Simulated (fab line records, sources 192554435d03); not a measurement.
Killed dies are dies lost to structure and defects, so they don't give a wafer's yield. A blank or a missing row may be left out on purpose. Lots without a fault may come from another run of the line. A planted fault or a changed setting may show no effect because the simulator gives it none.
Chamber matching | flow n5_finfet | N5_BEOL_M6_STRIP_36 on rie_diel-05: 4 sister chambers
The step strips in N2/H2. 4 wafers are shown with their chamber, then 8 later ones without.

WAFERS WITH THEIR CHAMBER
wafer  | chamber | throttle_valve_pct (%)
L090.2 | 1       | 23.99
L090.5 | 3       | 23.65
L090.6 | 0       | 23.21
L091.4 | 2       | 23.04

WAFERS WITHOUT THEIR CHAMBER
wafer  | throttle_valve_pct (%)
L091.5 | 23.65
L091.6 | 23.05
L093.3 | 23.26
L093.5 | 23.69
L093.6 | 23.06
L097.1 | 23.28
L097.2 | 23.67
L097.6 | 23.03

WHICH CHAMBER EACH WENT THROUGH
wafer  | from the rows above | in truth
L091.5 | 3                   | 3
L091.6 | 2                   | 2
L093.3 | 0                   | 0
L093.5 | 3                   | 3
L093.6 | 2                   | 2
L097.1 | 0                   | 0
L097.2 | 3                   | 3
L097.6 | 2                   | 2
Placed correctly: 8 of 8. Can't be placed from these rows: 0. Placed wrongly: 0.
How it was worked out, from the rows above alone: a wafer's distance from a chamber is the root of the sum, over the readings, of the square of ((its reading less the chamber's mean) divided by the reading's scatter). The wafer belongs to the nearest chamber; if the next one is less than 2 further off, it can't be placed. A chamber's mean is the mean of its shown wafers. The scatter: with one shown wafer a chamber, the root of the mean of the squares of how far each hidden wafer lies from its nearest shown one.
